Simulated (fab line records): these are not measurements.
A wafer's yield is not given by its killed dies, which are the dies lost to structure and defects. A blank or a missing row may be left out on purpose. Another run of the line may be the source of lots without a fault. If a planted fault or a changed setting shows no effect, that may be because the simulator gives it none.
fab line records	flow nand-harc
record: lots: 5	wafers: 15	last-day: 24
route steps=1159 shown A_CHANNEL_HOLE_D1@450 END@1158
lots that met no fault: from a run of the same line without faults
start-h: hours from the record's opening day to when the first of the lot's shown wafers began	wait-h: hours elapsed since this lot's preceding step	" unchanged from the row above	L1.1+2: a row that stands for several wafers	- no value, or no start was given	* or withheld: withheld	< > ~ a bound
route shown NAME@n: NAME is a module with steps in the file, n the number in the route of the first one	usual: the fault-free wafers' mean and standard deviation	same: alike in all rows	chamber/n: place in a boat	sites: readings site by site	_std_site: their standard deviation	_edge_site: inner sites' mean taken away from outer sites' mean	radius-mm: for every site, how far away it sits from the centre of the wafer	mask NAME#n: copy n	behind: the last tool/chamber to shape the wafer	hold: cause of the lot's hold/its duration in hours/its outcome	device: the transistor (n, p or np) that didn't switch	end of line: the tests these same wafers got at the end of their route	where a step has no rows: the recipe by itself	killed: not the wafer's yield, but the dies lost to structure and defects at the first sort	map: per-die view of a wafer (x killed, . not killed, _ where there is no die)
set.NAME: the run value of the setting; set.NAME@STEP: its run value at that earlier step	model.NAME: the simulator's own value behind a step, which no gauge read
lots at some steps of the route; a table a step, a row a wafer
services: from which hour (start-h, from the record's first day; less than 0 if before it) a tool's chamber was out of use, for how many hours, and why
== steps ==
step: NHARC_A_CHANNEL_HOLE_D1_DEP_00
recipe: target-thk-a: 31000	temp-c: 400	material: aC
step: NHARC_A_CHANNEL_HOLE_D1_DEP_01
recipe: target-thk-a: 1400	target-thk-nm: 140	temp-c: 400	pressure-torr: 3.5	flow-sccm: 200	rf-w: 350	material: SiON
step: NHARC_A_CHANNEL_HOLE_D1_DEHYDRATE_02
recipe: temp-c: 150	time-s: 120
step: NHARC_A_CHANNEL_HOLE_D1_HMDS_03
recipe: time-s: 30
step: NHARC_A_CHANNEL_HOLE_D1_COAT_36
recipe: temp-c: 260	time-s: 75
step: NHARC_A_CHANNEL_HOLE_D1_COAT_37
recipe: temp-c: 225	time-s: 65
step: NHARC_A_CHANNEL_HOLE_D1_COAT_04
recipe: spin-rpm: 1500	resist-thk-nm: 90
step: NHARC_A_CHANNEL_HOLE_D1_SOFTBAKE_05
recipe: temp-c: 105	time-s: 55
step: NHARC_A_CHANNEL_HOLE_D1_EBR_06
step: NHARC_A_CHANNEL_HOLE_D1_EXPOSE_07
recipe: na: 1.35	target-cd-nm: 100	sigma-outer: 0.3	dose-mj: 59.65	mask-id: HOLE_D1
step: NHARC_A_CHANNEL_HOLE_D1_PEB_08
recipe: peb-temp-c: 100	peb-time-s: 65
lot.wafer	tool	chamber	start-h	wait-h
L781.2+3+6	litho-track-01	0	221.25	0.1
L787.3+5+6	litho-track-01	0	259.81	0.0
L788.1+3+6	litho-track-01	0	265.97	0.1
L791.2+5+6	litho-track-01	0	282.62	0.1
L796.1+2+6	litho-track-04	0	313.07	0.1
step: NHARC_A_CHANNEL_HOLE_D1_DEVELOP_09
recipe: develop-time-s: 35	dev-temp-c: 23
step: NHARC_A_CHANNEL_HOLE_D1_CD_MEAS_10
recipe: target-cd-nm: 100	landing-energy-ev: 500
usual: cd-nm: 99.8/0.47
lot.wafer	tool	chamber	start-h	wait-h	cd-nm
L781.2	cd-sem-01	0	221.33	-	100.4
L781.3	"	0	"	"	100.2
L781.6	"	0	"	"	99.9
L787.3	cd-sem-03	0	259.89	-	100.2
L787.5	"	0	"	"	106.2
L787.6	"	0	"	"	100.8
L788.1	cd-sem-01	0	266.05	-	106.5
L788.3	"	0	"	"	100.1
L788.6	"	0	"	"	100.2
L791.2	cd-sem-01	0	282.70	-	100.3
L791.5	"	0	"	"	106.2
L791.6	"	0	"	"	100.2
L796.1	cd-sem-01	0	313.15	-	99.8
L796.2	"	0	"	"	99.9
L796.6	"	0	"	"	99.7
step: NHARC_A_CHANNEL_HOLE_D1_DESCUM_15
recipe: time-s: 3	o2-flow-sccm: 200	ar-flow-sccm: 0	bias-power-w: 0	chemistry: O2
usual: drypump-motor-current-A: 5.7/0.43	oes-product-au: 1.003/0.011	rf-vpp-V: 57.8/0.94	showerhead-plenum-p-Torr: 1.91/0.082	throttle-valve-pct: 11.310/0.0082
same: time-s: 3
lot.wafer	tool	chamber	start-h	wait-h	drypump-motor-current-A	oes-product-au	rf-hours-counter-h	rf-vpp-V	showerhead-plenum-p-Torr	throttle-valve-pct	model.A_CHANNEL_HOLE_D1.cd-nm
L781.2	rie-diel-07	3	221.53	0.1	6.1	0.995	11	57.5	1.86	11.310	99.79
L781.3	"	0	"	"	6.7	1.010	12	57.4	1.92	11.301	100
L781.6	"	1	"	"	5.9	1.001	-	57.3	2.02	11.301	100
L787.3	rie-diel-05	0	260.10	0.1	5.2	1.018	5	59.4	2.01	11.316	100.2
L787.6	"	3	"	"	5.4	1.026	-	56.6	1.92	11.303	100.8
L787.5	"	0	"	"	5.2	1.001	-	58.7	2.01	11.314	106.4
L788.1	rie-diel-05	0	266.23	0.1	5.2	1.012	6	57.8	2.01	11.315	106.1
L788.3	"	1	"	"	5.6	1.020	5	56.4	1.90	11.320	100.3
L788.6	"	0	"	"	5.2	1.000	-	58.7	2.01	11.313	99.75
L791.2	rie-diel-06	3	282.90	0.1	5.1	1.010	3	56.0	1.79	11.308	100.8
L791.6	"	1	"	"	6.0	0.991	-	57.3	1.78	11.299	100.5
L791.5	"	2	"	"	5.6	0.986	-	57.1	1.82	11.301	105.9
L796.1	rie-diel-07	2	313.34	0.1	6.3	0.995	4	58.8	2.00	11.299	101.1
L796.2	"	0	"	"	6.7	0.996	4	57.2	1.92	11.311	100.3
L796.6	"	2	"	"	6.3	0.991	-	57.4	2.00	11.303	100.7
step: NHARC_A_CHANNEL_HOLE_D1_ETCH_38
recipe: target-depth-a: 390	over-etch-frac: 0.3	time-s: 65	ion-energy-ev: 80	cf4-flow-sccm: 150	ar-flow-sccm: 0	rf-w: 300	bias-w: 100	chemistry: CF4
step: NHARC_A_CHANNEL_HOLE_D1_ETCH_39
recipe: target-depth-a: 2600	over-etch-frac: 0.3	time-s: 325	ion-energy-ev: 200	n2-flow-sccm: 150	h2-flow-sccm: 150	ar-flow-sccm: 0	rf-w: 400	bias-w: 150	chemistry: N2/H2
step: NHARC_A_CHANNEL_HOLE_D1_ETCH_34
recipe: target-depth-a: 1540	time-s: 77	cf4-flow-sccm: 100	chf3-flow-sccm: 30	ar-flow-sccm: 0	rf-w: 500	bias-w: 200	chemistry: CF4/CHF3
step: NHARC_A_CHANNEL_HOLE_D1_ETCH_16
recipe: target-depth-a: 31000	over-etch-frac: 0.3	time-s: 806	ion-energy-ev: 150	o2-flow-sccm: 400	cos-flow-sccm: 20	ar-flow-sccm: 0	rf-w: 500	bias-w: 300	chemistry: O2/COS
step: NHARC_A_CHANNEL_HOLE_D1_CD_MEAS_18
usual: cd-nm: 98.8/2.1
lot.wafer	tool	chamber	start-h	wait-h	cd-nm
L781.2	cd-sem-02	-	222.62	-	98.3
L781.3	"	-	"	"	100.3
L781.6	"	-	"	"	99.6
L787.3	cd-sem-01	-	261.21	-	96.9
L787.5	"	-	"	"	104.0
L787.6	"	-	"	"	100.9
L788.1	cd-sem-01	-	267.34	-	102.2
L788.3	"	-	"	"	99.5
L788.6	"	-	"	"	96.2
L791.2	cd-sem-03	-	283.99	-	103.2
L791.5	"	-	"	"	107.4
L791.6	"	-	"	"	101.0
L796.1	cd-sem-01	-	314.45	-	99.1
L796.2	"	-	"	"	100.3
L796.6	"	-	"	"	98.3
step: NHARC_A_CHANNEL_HOLE_D1_ETCH_19
recipe: bias-v: 1200	source-w: 2500	pressure-mtorr: 15	time-s: 34.5	ar-flow-sccm: 375	c4f8-flow-sccm: 28.8	o2-flow-sccm: 96.2	temp-c: -20	target-depth-a: *	chemistry: C4F8/O2/Ar
step: NHARC_A_CHANNEL_HOLE_D1_ETCH_20
recipe: bias-v: 3000	source-w: withheld	pressure-mtorr: 20	time-s: 361.9	ar-flow-sccm: 375	c4f8-flow-sccm: 89.3	o2-flow-sccm: 35.7	temp-c: -20	target-depth-a: 16000	chemistry: C4F8/O2/Ar
step: NHARC_A_CHANNEL_HOLE_D1_ETCH_21
recipe: bias-v: 3000	source-w: withheld	pressure-mtorr: 20	time-s: 514.3	ar-flow-sccm: 375	c4f8-flow-sccm: 89.3	o2-flow-sccm: 35.7	temp-c: -20	target-depth-a: 16000	chemistry: C4F8/O2/Ar
step: NHARC_A_CHANNEL_HOLE_D1_ETCH_22
recipe: bias-v: 3000	source-w: withheld	pressure-mtorr: 20	time-s: 666.7	ar-flow-sccm: 375	c4f8-flow-sccm: 89.3	o2-flow-sccm: 35.7	temp-c: -20	target-depth-a: 16000	chemistry: C4F8/O2/Ar
step: NHARC_A_CHANNEL_HOLE_D1_ETCH_23
recipe: bias-v: 5000	source-w: withheld	pressure-mtorr: 20	time-s: 819	ar-flow-sccm: 375	c4f8-flow-sccm: 89.3	o2-flow-sccm: 35.7	temp-c: -20	target-depth-a: 16000	chemistry: C4F8/O2/Ar
step: NHARC_A_CHANNEL_HOLE_D1_ETCH_24
recipe: bias-v: 5000	source-w: withheld	pressure-mtorr: 20	time-s: 906.2	ar-flow-sccm: 375	c4f8-flow-sccm: 93.8	o2-flow-sccm: 31.2	temp-c: -20	target-depth-a: 15000	chemistry: C4F8/O2/Ar
step: NHARC_A_CHANNEL_HOLE_D1_ETCH_25
recipe: bias-v: 5000	source-w: withheld	pressure-mtorr: 20	time-s: 1040.2	ar-flow-sccm: 375	c4f8-flow-sccm: 93.8	o2-flow-sccm: 31.2	temp-c: -20	target-depth-a: 15000	chemistry: C4F8/O2/Ar
step: NHARC_A_CHANNEL_HOLE_D1_ETCH_26
recipe: bias-v: 300	source-w: 2000	pressure-mtorr: 30	time-s: 224.1	ar-flow-sccm: 375	c4f8-flow-sccm: 11.4	o2-flow-sccm: 113.6	temp-c: -20	target-depth-a: 3000	chemistry: C4F8/O2/Ar
step: NHARC_A_CHANNEL_HOLE_D1_ETCH_33
recipe: bias-v: 400	source-w: 2000	pressure-mtorr: 25	time-s: 90	ar-flow-sccm: 375	c4f8-flow-sccm: 41.7	o2-flow-sccm: 83.3	temp-c: -20	target-depth-a: 4000	chemistry: C4F8/O2/Ar
step: NHARC_A_CHANNEL_HOLE_D1_STRIP_41
recipe: n2-flow-sccm: 150	h2-flow-sccm: 150	ar-flow-sccm: 0	bias-w: 0	chemistry: N2/H2
step: NHARC_A_CHANNEL_HOLE_D1_STRIP_42
recipe: cf4-flow-sccm: 100	chf3-flow-sccm: 30	ar-flow-sccm: 0	bias-w: 0	chemistry: CF4/CHF3
step: NHARC_A_CHANNEL_HOLE_D1_STRIP_43
recipe: o2-flow-sccm: 400	cos-flow-sccm: 20	ar-flow-sccm: 0	bias-w: 0	chemistry: O2/COS
step: NHARC_A_CHANNEL_HOLE_D1_ETCH_44
recipe: target-depth-a: 1400	overetch-a: 140	time-s: 77	ion-energy-ev: 100	cf4-flow-sccm: 80	o2-flow-sccm: 20	ar-flow-sccm: 0	rf-w: 300	bias-w: 100	chemistry: CF4/O2
usual: drypump-motor-current-A: 5.8/0.46	oes_o_777_au: 1.000/0.0047	oes-product-au: 1.000/0.01	rf-fwd-power-W: 297.4/1.2	rf-vpp-V: 197.8/1.3	showerhead-plenum-p-Torr: 1.33/0.057	throttle-valve-pct: 13.396/0.0091
same: time-s: 77
lot.wafer	tool	chamber	start-h	wait-h	drypump-motor-current-A	oes_o_777_au	oes-product-au	rf-fwd-power-W	rf-hours-counter-h	rf-vpp-V	showerhead-plenum-p-Torr	throttle-valve-pct	model.A_CHANNEL_HOLE_D1.cd-nm
L781.3	rie-diel-05	0	227.44	0.1	5.2	1.005	1.013	296.7	3	199.4	1.40	13.397	91.68
L781.2	"	2	"	"	5.5	0.993	1.026	297.1	3	198.7	1.35	13.393	91.77
L781.6	"	0	"	"	5.2	1.002	1.003	297.2	-	198.4	1.40	13.412	90.58
L787.3	rie-diel-06	1	266.05	0.1	6.0	1.010	0.998	297.0	1	196.0	1.24	13.386	91.27
L787.6	"	3	"	"	5.0	1.005	1.005	297.1	-	196.4	1.25	13.401	93.13
L787.5	"	0	"	"	5.9	1.008	1.004	296.1	-	199.1	1.39	13.385	95.47
L788.3	rie-diel-06	2	272.15	0.1	5.6	0.998	0.990	296.3	1	196.1	1.27	13.402	89.11
L788.1	"	0	"	"	5.9	1.005	1.005	298.0	2	198.7	1.39	13.400	95.27
L788.6	"	1	"	"	6.0	1.007	0.996	298.7	-	195.8	1.24	13.404	90.61
L791.2	rie-diel-06	0	288.79	0.1	5.9	0.993	1.012	297.0	3	199.0	1.39	13.392	88.5
L791.6	"	3	"	"	5.0	0.988	0.989	297.9	-	194.6	1.25	13.386	89.31
L791.5	"	0	"	"	5.9	1.005	1.014	297.3	-	198.4	1.39	13.420	94.68
L796.1	rie-diel-07	3	323.09	0.0	6.1	1.003	0.991	297.4	6	198.1	1.30	13.391	89.51
L796.2	"	1	"	"	5.9	0.998	0.990	296.6	5	198.0	1.41	13.381	89.37
L796.6	"	3	"	"	6.1	0.997	0.980	298.4	-	196.5	1.30	13.398	89.29
step: NHARC_A_CHANNEL_HOLE_D1_STRIP_27
recipe: o2-flow-sccm: 500	ar-flow-sccm: 0	bias-w: 0	chemistry: O2
step: NHARC_A_CHANNEL_HOLE_D1_PRECLEAN_28
recipe: time-s: *	temp-c: 50	bath-age-min: 0	chemistry: SC1
step: NHARC_A_CHANNEL_HOLE_D1_SRD_29
step: NHARC_A_CHANNEL_HOLE_D1_CD_MEAS_30
usual: cd-nm: 89.9/1.3
lot.wafer	tool	chamber	start-h	wait-h	cd-nm
L781.2	cd-sem-03	-	228.24	-	91.6
L781.3	"	-	"	"	91.2
L781.6	"	-	"	"	91.0
L787.3	cd-sem-03	-	266.85	-	91.1
L787.5	"	-	"	"	95.6
L787.6	"	-	"	"	92.9
L788.1	cd-sem-03	-	272.93	-	95.6
L788.3	"	-	"	"	88.8
L788.6	"	-	"	"	90.7
L791.2	cd-sem-03	-	289.58	-	88.3
L791.5	"	-	"	"	94.6
L791.6	"	-	"	"	88.3
L796.1	cd-sem-02	-	323.88	-	89.3
L796.2	"	-	"	"	89.1
L796.6	"	-	"	"	89.8
step: NHARC_A_CHANNEL_HOLE_D1_XSEM_31
recipe: landing-energy-ev: 35000
usual: bot-cd-nm: 74.3/1.4	bow-nm: 8.65/0.23	tilt-deg: 0.09/0.037
lot.wafer	tool	chamber	start-h	wait-h	bot-cd-nm	bow-nm	tilt-deg
L781.2	xsem-01	0	228.33	0.1	76.2	8.64	0.09
L781.3	"	0	"	"	75.7	8.66	0.09
L781.6	"	0	"	"	75.5	8.73	0.09
L787.3	xsem-02	0	266.94	0.1	76.2	8.80	0.10
L787.5	"	0	"	"	79.0	8.81	0.10
L787.6	"	0	"	"	76.9	8.75	0.10
L788.1	xsem-01	0	273.02	0.1	80.2	8.55	0.09
L788.3	"	0	"	"	73.6	8.60	0.09
L788.6	"	0	"	"	75.2	8.52	0.09
L791.2	xsem-02	0	289.68	0.1	72.0	8.67	0.14
L791.5	"	0	"	"	78.8	8.72	0.14
L791.6	"	0	"	"	72.6	8.79	0.14
L796.1	xsem-01	0	323.97	0.1	74.2	8.85	0.10
L796.2	"	0	"	"	74.2	8.81	0.10
L796.6	"	0	"	"	74.4	8.78	0.10
step: NHARC_END_WLT_00
usual: VT_DECK1_BOTTOM: 0.869/0.0072	VT_DECK1_BOTTOM_INNER: 0.869/0.0072	VT_DECK1_MEDIAN_NEAR_BOTTOM: 0.870/0.0071	VT_DECK1_MEDIAN_NEAR_BOTTOM_INNER: 0.869/0.007	VT_DECK1_MIDDLE: 0.882/0.0064	VT_DECK1_MIDDLE_INNER: 0.882/0.0061	VT_DECK1_TOP: 0.893/0.007	VT_DECK1_TOP_INNER: 0.894/0.0065
lot.wafer	tool	chamber	start-h	wait-h	VT_DECK1_BOTTOM	VT_DECK1_BOTTOM_INNER	VT_DECK1_MEDIAN_NEAR_BOTTOM	VT_DECK1_MEDIAN_NEAR_BOTTOM_INNER	VT_DECK1_MIDDLE	VT_DECK1_MIDDLE_INNER	VT_DECK1_TOP	VT_DECK1_TOP_INNER
L781.2	prober-01	-	484.64	0.6	0.876	0.876	0.878	0.876	0.880	0.884	0.896	0.898
L781.3	"	-	"	"	0.878	0.870	0.870	0.871	0.885	0.883	0.897	0.904
L781.6	"	-	486.67	2.6	0.861	0.873	0.876	0.869	0.882	0.889	0.900	0.898
L788.1	prober-02	-	526.75	0.1	0.892	0.892	0.889	0.886	0.896	0.903	0.906	0.909
L788.3	"	-	"	"	0.875	0.867	0.872	0.870	0.885	0.891	0.905	0.905
L788.6	"	-	529.23	2.5	0.872	0.879	0.869	0.872	0.880	0.890	0.902	0.896
L787.3	prober-01	-	527.72	1.0	0.871	0.877	0.880	0.870	0.884	0.887	0.887	0.893
L787.5	"	-	"	"	0.885	0.881	0.879	0.883	0.889	0.896	0.903	0.917
L787.6	"	-	"	"	0.876	0.882	0.873	0.872	0.893	0.895	0.888	0.907
L791.2	prober-02	-	552.08	0.6	0.874	0.864	0.869	0.873	0.884	0.893	0.908	0.900
L791.5	"	-	553.60	2.1	0.892	0.893	0.888	0.890	0.899	0.904	0.913	0.908
L791.6	"	-	"	"	0.872	0.866	0.875	0.880	0.880	0.876	0.903	0.902
L796.1	prober-01	-	577.33	0.0	0.854	0.855	0.862	0.863	0.875	0.879	0.894	0.887
L796.2	"	-	"	"	0.859	0.857	0.868	0.856	0.879	0.876	0.879	0.888
L796.6	"	-	579.85	2.6	0.859	0.870	0.868	0.868	0.879	0.872	0.886	0.880
== services ==
tool	chamber	start-h	hours	kind
rie-diel-06	0	220.20	-	clean
rie-diel-06	1	220.20	-	clean
rie-diel-06	2	220.20	-	clean
rie-diel-06	3	220.20	-	clean
rie-diel-07	-	228.20	9.0	pm
rie-diel-06	-	241.20	9.0	pm
rie-diel-06	0	241.20	9.0	vent-cycle
rie-diel-06	1	241.20	9.0	vent-cycle
rie-diel-06	2	241.20	9.0	vent-cycle
rie-diel-06	3	241.20	9.0	vent-cycle
rie-diel-06	0	250.20	-	clean
rie-diel-06	1	250.20	-	clean
rie-diel-06	2	250.20	-	clean
rie-diel-06	3	250.20	-	clean
litho-track-01	-	268.00	7.0	pm
rie-diel-06	0	274.70	-	clean
rie-diel-06	1	274.70	-	clean
rie-diel-06	2	274.70	-	clean
rie-diel-06	3	274.70	-	clean
rie-diel-05	-	282.34	1.2	repair
rie-diel-06	0	299.23	-	clean
xsem-02	-	302.00	14.0	pm
rie-diel-05	-	315.81	2.7	repair
litho-track-04	-	316.00	7.0	pm
== key ==
first-sign: step: NHARC_A_CHANNEL_HOLE_D1_CD_MEAS_10	reading: cd-nm	direction: up	sigmas: 14	usual: 99.8	struck: 106.3
effect: step: NHARC_A_CHANNEL_HOLE_D1_CD_MEAS_18	reading: cd-nm	direction: up	sigmas: 2.7	usual: 98.8	struck: 104.6
effect: step: NHARC_A_CHANNEL_HOLE_D1_CD_MEAS_30	reading: cd-nm	direction: up	sigmas: 4.1	usual: 89.9	struck: 95.3
effect: step: NHARC_A_CHANNEL_HOLE_D1_XSEM_31	reading: bot-cd-nm	direction: up	sigmas: 3.5	usual: 74.3	struck: 79.3
effect: step: NHARC_END_WLT_00	reading: VT_DECK1_MIDDLE_INNER	direction: up	sigmas: 3.1	usual: 0.882	struck: 0.901
model-effect: step: NHARC_A_CHANNEL_HOLE_D1_DESCUM_15	value: A_CHANNEL_HOLE_D1.cd-nm	without: 100.1	struck: 106.1
model-effect: step: NHARC_A_CHANNEL_HOLE_D1_ETCH_44	value: A_CHANNEL_HOLE_D1.cd-nm	without: 89.14	struck: 95.14
met-at NHARC_A_CHANNEL_HOLE_D1_PEB_08
struck-wafers L787.5,L788.1,L791.5
tester-left-out L787,L788,L791
onset-between 221.25 259.81
fault: kind: process-parameter-drift	tool: litho-track-01	chamber: -	onset-h: 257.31	steps: NHARC_A_CHANNEL_HOLE_D1_PEB_08	channel: peb-time-s	offset: *	shape: step	end-h: 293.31	scope: struck-wafers-only	acts-in: *	stated: *
tester-left-out: of these lots the tester's yield and bins aren't shown, on N5 and GAA mostly nor the transistor test; their killed dies are dies lost to structure and defects alone, not to doping, threshold or leakage, so they don't give the yield
